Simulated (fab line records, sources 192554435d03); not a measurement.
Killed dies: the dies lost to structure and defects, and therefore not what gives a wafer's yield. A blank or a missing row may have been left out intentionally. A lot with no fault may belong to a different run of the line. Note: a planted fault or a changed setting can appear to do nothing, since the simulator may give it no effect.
Which of the tools did it? + flow n5-finfet + 11 lots, 31 wafers sampled, at 5 steps of a route of 1938

WHAT EACH GAUGE READ, for each wafer
N5_ILD0_THK_MEAS_13. Usual: thk-nm reads 16.9 nm (standard deviation 1.2).
| lot  | measured    | on            | thk-nm (nm)    | flag |
|------|-------------|---------------|----------------|------|
| L446 | day 4 08:24 | film-metro-01 | 16.6 16.5      |      |
| L447 | day 4 10:28 | film-metro-02 | 17.6 16.5 18.5 |      |
| L450 | day 5 05:50 | film-metro-02 | 18.0 17.9 17.5 |      |
| L451 | day 5 09:56 | film-metro-01 | 19.8 16.9 18.4 |      |
| L452 | day 5 19:53 | film-metro-01 | 19.2 17.9 18.8 |      |
| L453 | day 6 00:02 | film-metro-02 | 16.3 17.9 17.7 |      |
| L454 | day 6 09:02 | film-metro-01 | 16.6 15.8 15.7 |      |
| L456 | day 6 19:32 | film-metro-01 | 18.4 16.0      |      |
| L462 | day 8 07:20 | film-metro-02 | 15.3 16.2 17.1 |      |
| L463 | day 8 11:48 | film-metro-01 | 17.9 15.4 17.1 |      |
| L467 | day 9 11:20 | film-metro-01 | 16.3 17.0 16.2 |      |

N5_SDB_OVL_MEAS_12. Usual: SDB_OVL -0.2 nm, standard deviation 0.74.
| lot  | measured    | on         | SDB_OVL (nm)   | flag |
|------|-------------|------------|----------------|------|
| L446 | day 4 08:57 | overlay-01 | 0.4 0.0        |      |
| L447 | day 4 11:01 | overlay-01 | -0.4 0.6 -0.2  |      |
| L450 | day 5 06:23 | overlay-02 | 0.7 1.2 0.9    |      |
| L451 | day 5 10:28 | overlay-02 | 0.2 -0.9 -0.9  |      |
| L452 | day 5 20:26 | overlay-01 | 0.3 -0.2 -0.2  |      |
| L453 | day 6 00:29 | overlay-01 | -0.6 0.4 -0.4  |      |
| L454 | day 6 09:35 | overlay-02 | 0.7 -0.1 0.6   |      |
| L456 | day 6 20:06 | overlay-01 | -0.8 0.4       |      |
| L462 | day 8 07:53 | overlay-01 | -0.2 -1.5 -1.1 |      |
| L463 | day 8 12:21 | overlay-02 | -0.5 0.4 0.0   |      |
| L467 | day 9 11:52 | overlay-02 | -0.9 0.5 -0.3  |      |

N5_SDB_INSPECT_13: inspects for defects (brightfield). Usual: raw-defect-count reads 84 (standard deviation 37).
| lot  | measured    | on                | raw-defect-count | flag |
|------|-------------|-------------------|------------------|------|
| L446 | day 4 08:58 | defect-inspect-01 | 69 170           |      |
| L447 | day 4 11:02 | defect-inspect-02 | 113 124 64       |      |
| L450 | day 5 06:24 | defect-inspect-02 | 90 181 116       |      |
| L451 | day 5 10:29 | defect-inspect-01 | 79 62 72         |      |
| L452 | day 5 20:28 | defect-inspect-02 | 99 59 45         |      |
| L453 | day 6 00:30 | defect-inspect-01 | 151 131 181      |      |
| L454 | day 6 09:37 | defect-inspect-01 | 80 113 101       |      |
| L456 | day 6 20:08 | defect-inspect-01 | 65 73            |      |
| L462 | day 8 07:55 | defect-inspect-01 | 114 73 96        |      |
| L463 | day 8 12:22 | defect-inspect-02 | 98 78 48         |      |
| L467 | day 9 11:53 | defect-inspect-01 | 40 98 55         |      |

N5_BEOL_M4_RC_MEAS_101. Usual: DIBL_N 36.0 mV/V, standard deviation 2.2; DIBL_P 36.2 mV/V, standard deviation 2.4; IOFF_N 0.16 nA/um, standard deviation 0.035; IOFF_P 0.21 nA/um, standard deviation 0.037; ION_N 672 uA/um, standard deviation 13; ION_P 461 uA/um, standard deviation 7; SS_N 71.4 mV/dec, standard deviation 0.69; SS_P 73.2 mV/dec, standard deviation 0.75; VT_N 250 mV, standard deviation 3.4; VT_P -251 mV, standard deviation 3.
| lot  | measured     | on        | DIBL_N (mV/V)  | DIBL_P (mV/V)  | IOFF_N (nA/um) | IOFF_P (nA/um) | ION_N (uA/um) | ION_P (uA/um) | SS_N (mV/dec)  | SS_P (mV/dec)  | VT_N (mV)   | VT_P (mV)      | flag |
|------|--------------|-----------|----------------|----------------|----------------|----------------|---------------|---------------|----------------|----------------|-------------|----------------|------|
| L446 | day 9 10:32  | prober-01 | 38.5 39.2      | 37.1 37.9      | 0.18 0.21      | 0.22 0.24      | 671 679       | 458 458       | 72.7 71.8      | 73.8 73.9      | 247 248     | -250 -246      |      |
| L447 | day 9 15:58  | prober-01 | 37.4 36.3 33.0 | 36.8 36.0 32.4 | 0.14 0.13 0.09 | 0.21 0.20 0.15 | 676 670 649   | 465 468 456   | 71.4 71.3 70.2 | 73.0 72.5 72.0 | 254 252 257 | -247 -250 -251 |      |
| L450 | day 10 19:05 | prober-01 | 35.2 32.3 35.6 | 34.8 32.9 36.0 | 0.14 0.11 0.14 | 0.18 0.16 0.19 | 665 655 667   | 455 454 461   | 71.1 70.3 71.0 | 72.2 71.8 72.8 | 253 254 251 | -255 -252 -254 |      |
| L451 | day 10 19:42 | prober-02 | 34.2 36.7 36.2 | 33.5 37.9 36.5 | 0.13 0.18 0.16 | 0.18 0.24 0.22 | 675 684 683   | 465 471 460   | 70.3 71.8 70.8 | 72.5 73.6 73.1 | 252 246 249 | -250 -246 -250 |      |
| L452 | day 11 00:42 | prober-01 | 38.1 38.7 37.8 | 37.4 40.3 39.1 | 0.20 0.22 0.19 | 0.21 0.26 0.23 | 667 690 677   | 455 466 459   | 72.1 71.9 71.7 | 73.1 74.4 73.5 | 250 244 248 | -252 -246 -252 |      |
| L453 | day 11 21:04 | prober-02 | 40.6 37.0 39.7 | 41.8 38.9 41.3 | 0.22 0.14 0.20 | 0.27 0.20 0.24 | 697 661 671   | 467 457 457   | 72.3 71.7 72.9 | 74.2 73.3 74.5 | 246 254 247 | -247 -249 -249 |      |
| L454 | day 12 00:44 | prober-02 | 34.0 36.6 33.7 | 32.1 35.7 32.3 | 0.13 0.18 0.12 | 0.18 0.24 0.18 | 666 673 665   | 458 470 460   | 71.1 72.5 70.4 | 72.2 73.2 72.5 | 253 246 253 | -250 -246 -248 |      |
| L456 | day 12 07:36 | prober-02 | 37.4 40.8      | 37.5 40.8      | 0.16 0.24      | 0.22 0.28      | 669 692       | 457 470       | 71.3 72.7      | 73.8 74.1      | 252 244     | -249 -248      |      |
| L462 | day 13 16:46 | prober-01 | 40.8 38.2 38.8 | 41.0 37.1 38.1 | 0.26 0.18 0.20 | 0.30 0.23 0.24 | 700 689 691   | 476 466 462   | 72.6 71.8 71.8 | 75.2 73.5 74.7 | 243 249 249 | -247 -251 -249 |      |
| L463 | day 14 10:02 | prober-02 | 34.9 33.5 33.5 | 35.1 33.6 34.2 | 0.14 0.11 0.12 | 0.18 0.16 0.16 | 658 644 649   | 455 447 451   | 70.9 70.1 70.0 | 72.9 71.8 71.6 | 252 255 255 | -250 -254 -253 |      |
| L467 | day 15 05:06 | prober-01 | 36.0 37.5 36.2 | 35.5 37.4 36.2 | 0.14 0.18 0.16 | 0.20 0.24 0.21 | 676 682 678   | 466 473 466   | 70.8 71.7 71.3 | 73.0 73.2 73.0 | 251 249 250 | -249 -247 -248 |      |

TOOL THAT RAN EACH LOT (tool first, then ch and the chambers of the sampled wafers, then the start)
| lot  | N5_DUMMY_REMOVAL_PRECLEAN_08       |
|------|------------------------------------|
| L446 | remote-plasma-01 ch 1, day 4 14:23 |
| L447 | remote-plasma-02 ch 0, day 4 15:15 |
| L450 | remote-plasma-01 ch 0, day 5 10:54 |
| L451 | remote-plasma-01 ch 0, day 5 14:46 |
| L452 | remote-plasma-02 ch 0, day 6 00:36 |
| L453 | remote-plasma-01 ch 0, day 6 05:35 |
| L454 | remote-plasma-02 ch 0, day 6 13:53 |
| L456 | remote-plasma-01 ch 0, day 7 00:31 |
| L462 | remote-plasma-01 ch 0, day 8 12:48 |
| L463 | remote-plasma-01 ch 0, day 8 16:38 |
| L467 | remote-plasma-02 ch 1, day 9 16:12 |
- N5_DUMMY_REMOVAL_PRECLEAN_08: cleans in NF3:NH3, afs cycles 2, time 20 s, sublimation time 60 s.

AS READ BY THE TOOLS THEMSELVES (means over the sampled wafers that have a number; for cases with no such wafer, the mark the record gives instead)
N5_DUMMY_REMOVAL_PRECLEAN_08. Usual: pressure-torr 3.000 Torr, standard deviation 0.0059; temp-c 29.99 C, standard deviation 0.099.
| lot  | tool             | pressure-torr (Torr) | temp-c (C) | flag |
|------|------------------|----------------------|------------|------|
| L446 | remote-plasma-01 | 3.004                | 29.89      |      |
| L447 | remote-plasma-02 | 3.000                | 29.99      |      |
| L450 | remote-plasma-01 | 2.994                | 30.05      |      |
| L451 | remote-plasma-01 | 3.002                | 29.89      |      |
| L452 | remote-plasma-02 | 2.991                | 30.00      |      |
| L453 | remote-plasma-01 | 2.999                | 29.94      |      |
| L454 | remote-plasma-02 | 3.002                | 30.08      |      |
| L456 | remote-plasma-01 | 3.000                | 30.07      |      |
| L462 | remote-plasma-01 | 2.998                | 28.66      | OFF  |
| L463 | remote-plasma-01 | 3.002                | 28.69      | OFF  |
| L467 | remote-plasma-02 | 3.009                | 30.02      |      |

THE ANSWER, worked out from the rows above alone
Rule: take the mean of a lot's wafers that have a number; if it is more than 3 standard deviations from the usual mean, the lot is off. Also off: a lot with no number at a reading for which 4 or more lots have one. All remaining lots with rows at the step are treated as sound. Order of review: gauges by route order, followed by the tools' own readings, for which a lot's mean as printed above is used. At the first step where some lot is off, the reading lying furthest off is the one used; lots without a number count as furthest.
Off: L462, L463, at N5_DUMMY_REMOVAL_PRECLEAN_08 (temp-c).
If a tool, at that step or one of the process steps before it, ran each lot that is off and ran no sound lot following the first of them, it fits. One fits: remote-plasma-01 at N5_DUMMY_REMOVAL_PRECLEAN_08. Its last sound lot is L456 (day 7 00:31), its first lot that is off L462 (day 8 12:48): a fault that began between those two fits.
The tool's own readings at N5_DUMMY_REMOVAL_PRECLEAN_08 bear it out: on the lots that are off they differ by more than 5 times the standard deviation of the sound lots' means. temp-c reads 28.68 C there against 29.99 C on the sound lots.

WHAT WAS PUT IN BY THE SIMULATOR
remote-plasma-01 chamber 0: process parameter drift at N5_DUMMY_REMOVAL_PRECLEAN_08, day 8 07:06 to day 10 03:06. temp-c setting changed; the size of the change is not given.
Struck lots among those shown: L462, L463. The rule above found the same.
